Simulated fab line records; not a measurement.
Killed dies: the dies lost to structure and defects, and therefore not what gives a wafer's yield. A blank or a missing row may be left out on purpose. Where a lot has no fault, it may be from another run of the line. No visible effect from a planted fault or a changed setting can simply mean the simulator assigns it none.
What tool caused it? ; flow nand_harc ; Sampling: 12 lots, 36 wafers, 6 of 1302 route steps

WHAT EACH GAUGE READ, for each wafer
NHARC_P_M0_INSPECT_27. Usual: raw_defect_count reads 283 (standard deviation 110).
lot;measured;on;raw_defect_count;flag
L729;day 6 08:17;defect_inspect-02;287 375 286;
L730;day 6 13:06;defect_inspect-02;215 268 320;
L731;day 7 07:23;defect_inspect-01;144 116 170;
L732;day 7 16:37;defect_inspect-02;293 571 330;
L733;day 7 19:53;defect_inspect-02;205 158 229;
L734;day 8 14:59;defect_inspect-01;193 291 351;
L736;day 9 08:50;defect_inspect-02;212 363 171;
L738;day 10 05:13;defect_inspect-02;298 379 179;
L739;day 10 14:19;defect_inspect-01;270 370 147;
L740;day 11 03:01;defect_inspect-02;381 347 290;
L741;day 11 04:05;defect_inspect-01;379 308 352;
L750;day 14 15:59;defect_inspect-01;244 168 201;

NHARC_END_SORT_01. Usual: defect_limited_yield 91 %, standard deviation 3.4; killed_at_array 57, standard deviation 24; killed_at_other 0.7, standard deviation 0.94; killed_at_periphery 3.8, standard deviation 2.5; killed_dies 62, standard deviation 23; killed_open 3.1, standard deviation 1.8; killed_short 2.5, standard deviation 1.6.
lot;measured;on;defect_limited_yield (%);killed_at_array;killed_at_other;killed_at_periphery;killed_dies;killed_open;killed_short;flag
L729;day 25 04:06;prober-01;96 95 96;21 25 22;1 2 1;3 5 1;25 32 24;4 3 2;2 2 1;
L733;day 26 04:16;prober-02;89 88 87;72 71 77;3 3 4;2 5 6;77 79 87;0 2 7;1 2 1;
L736;day 28 09:32;prober-01;91 91 90;61 60 61;0 1 0;3 0 4;64 61 65;3 0 2;5 3 4;
L738;day 28 17:23;prober-02;88 89 89;74 69 72;1 0 1;3 4 3;78 73 76;3 3 4;7 4 3;
L739;day 29 04:19;prober-01;90;71;0;0;71;0;0;
L740;day 29 22:32;prober-01;91 90 91;61 62 59;1 0 2;2 4 1;64 66 62;3 1 3;0 2 1;

TOOL THAT RAN EACH LOT (tool first, then ch and the chambers of the sampled wafers, then the start)
lot;NHARC_P_CONTACT_ALD_22;NHARC_P_M0_ETCH_34;NHARC_P_M0_ECD_22;NHARC_P_M0_CMP_23
L729;ald_metal-02 ch 0,1, day 6 03:29;rie_diel-05 ch 0,3, day 6 05:54;ecd_cu-01 ch 0,1, day 6 07:08;cmp-03 ch 1,3, day 6 07:50
L730;ald_metal-04 ch 0,1,2, day 6 08:17;rie_diel-03 ch 2,3, day 6 10:43;ecd_cu-02 ch 0,1, day 6 12:00;cmp-02 ch 2,3, day 6 12:38
L731;ald_metal-01 ch 0,3, day 7 02:34;rie_diel-03 ch 1,2, day 7 05:00;ecd_cu-01 ch 1, day 7 06:15;cmp-03 ch 1,2, day 7 06:55
L732;ald_metal-01 ch 1,2,3, day 7 11:47;rie_diel-03 ch 0,1, day 7 14:11;ecd_cu-01 ch 1, day 7 15:23;cmp-03 ch 0,3, day 7 16:08
L733;ald_metal-02 ch 0,2, day 7 14:44;rie_diel-13 ch 1,2, day 7 17:10;ecd_cu-02 ch 0,1, day 7 18:41;cmp-02 ch 0,2,3, day 7 19:27
L734;ald_metal-04 ch 0,2,3, day 8 10:08;rie_diel-05 ch 0,1,3, day 8 12:34;ecd_cu-01 ch 0,1, day 8 13:46;cmp-01 ch 0,2,3, day 8 14:31
L736;ald_metal-02 ch 0,1,2, day 9 03:59;rie_diel-13 ch 0,1, day 9 06:27;ecd_cu-01 ch 0,1, day 9 07:38;cmp-02 ch 1,3, day 9 08:23
L738;ald_metal-04 ch 0,1,2, day 10 00:20;rie_diel-05 ch 1,2,3, day 10 02:47;ecd_cu-01 ch 0,1, day 10 04:02;cmp-02 ch 0,1,3, day 10 04:47
L739;ald_metal-02 ch 1,2, day 10 09:31;rie_diel-03 ch 1,2,3, day 10 11:56;ecd_cu-02 ch 0, day 10 13:11;cmp-02 ch 0,2, day 10 13:52
L740;ald_metal-02 ch 1,3, day 10 22:05;rie_diel-03 ch 0,2, day 11 00:33;ecd_cu-02 ch 0,1, day 11 01:47;cmp-03 ch 0,2,3, day 11 02:34
L741;ald_metal-04 ch 2,3, day 10 23:07;rie_diel-13 ch 1,3, day 11 01:40;ecd_cu-02 ch 0,1, day 11 02:53;cmp-01 ch 0,2, day 11 03:36
L750;ald_metal-04 ch 0,3, day 14 11:08;rie_diel-13 ch 0,2, day 14 13:35;ecd_cu-02 ch 0,1, day 14 14:50;cmp-01 ch 1,3, day 14 15:31
- NHARC_P_CONTACT_ALD_22: deposits TiN, target thk 3 nm, pulse time 1 s, ald cycles 150.
- NHARC_P_M0_ETCH_34: etches the open film in N2/H2, target depth 40 nm, overetch 12 nm, time 43.94 s.
- NHARC_P_M0_ECD_22: material Cu, target thk 400 nm.
- NHARC_P_M0_CMP_23: polishes, t overpolish 20 s, target thk 117.54 nm.

AS READ BY THE TOOLS THEMSELVES (means over the sampled wafers that have a number; for cases with no such wafer, the mark the record gives instead)
NHARC_P_CONTACT_ALD_22. Usual: heater_power_w 1084 W, standard deviation 74; precursor_pulse_height_rel 1.000, standard deviation 0.022.
lot;tool;heater_power_w (W);precursor_pulse_height_rel;flag
L729;ald_metal-02;1152;1.001;
L730;ald_metal-04;1013;1.000;
L731;ald_metal-01;1046;1.021;
L732;ald_metal-01;1155;1.003;
L733;ald_metal-02;1171;1.013;
L734;ald_metal-04;1053;1.008;
L736;ald_metal-02;1129;0.995;
L738;ald_metal-04;1052;0.993;
L739;ald_metal-02;1088;1.004;
L740;ald_metal-02;1114;1.017;
L741;ald_metal-04;1021;0.997;
L750;ald_metal-04;1119;1.001;

NHARC_P_M0_ETCH_34. Usual: drypump_motor_current_A 5.5 A, standard deviation 0.41; oes_product_au 1.001 a.u., standard deviation 0.0083; rf_vpp_V 430.0 V, standard deviation 2.5; showerhead_plenum_p_Torr 2.02 Torr, standard deviation 0.083; throttle_valve_pct 14.172 %, standard deviation 0.01.
lot;tool;drypump_motor_current_A (A);oes_product_au (a.u.);rf_vpp_V (V);showerhead_plenum_p_Torr (Torr);throttle_valve_pct (%);flag
L729;rie_diel-05;5.3;1.008;431.9;2.05;14.178;
L730;rie_diel-03;6.1;1.003;430.1;2.04;14.167;
L731;rie_diel-03;5.7;0.999;431.5;2.12;14.177;
L732;rie_diel-03;5.4;0.992;432.1;2.07;14.166;
L733;rie_diel-13;5.3;0.995;433.6;2.14;14.175;
L734;rie_diel-05;5.4;1.007;430.3;2.02;14.167;
L736;rie_diel-13;6.0;0.997;431.7;2.06;14.173;
L738;rie_diel-05;5.2;1.004;429.5;2.01;14.172;
L739;rie_diel-03;5.9;1.005;430.8;2.06;14.171;
L740;rie_diel-03;5.6;1.007;427.4;1.95;14.186;
L741;rie_diel-13;5.2;0.999;429.4;2.04;14.161;
L750;rie_diel-13;5.6;1.000;428.8;2.00;14.165;

NHARC_P_M0_CMP_23. Usual: motor_current_A 12.5 A, standard deviation 0.99; slurry_filter_dp_kPa 13.50 kPa, standard deviation 0.13; time_to_endpoint_s 28.1 s, standard deviation 2.5.
lot;tool;motor_current_A (A);slurry_filter_dp_kPa (kPa);time_to_endpoint_s (s);flag
L729;cmp-03;12.6;13.37;26.2;
L730;cmp-02;11.7;13.46;27.2;
L731;cmp-03;12.1;13.40;27.3;
L732;cmp-03;12.5;13.46;27.2;
L733;cmp-02;13.0;13.55;29.0;
L734;cmp-01;12.6;13.49;27.9;
L736;cmp-02;12.2;13.62;28.6;
L738;cmp-02;12.4;13.54;27.7;
L739;cmp-02;12.6;13.47;25.4;
L740;cmp-03;12.1;13.47;28.9;
L741;cmp-01;13.2;13.43;29.5;
L750;cmp-01;11.1;13.61;28.3;

THE ANSWER, worked out from the rows above alone
Rule: lot off if the mean of its wafers having a number is beyond 3 standard deviations from the usual mean. A lot without any number at a reading at which 4 lots or more have one is off too. The other lots that the step has rows for count as sound. After the gauges, taken in route order, come the tools' own readings; for these a lot's mean is taken, as printed above. The first step at which some lot is off is used, and at that step the reading that is off furthest; a lot without a number counts as furthest.
No lot is off on any of the readings shown, so nothing can be concluded from this.

WHAT THE SIMULATOR HAD INSERTED
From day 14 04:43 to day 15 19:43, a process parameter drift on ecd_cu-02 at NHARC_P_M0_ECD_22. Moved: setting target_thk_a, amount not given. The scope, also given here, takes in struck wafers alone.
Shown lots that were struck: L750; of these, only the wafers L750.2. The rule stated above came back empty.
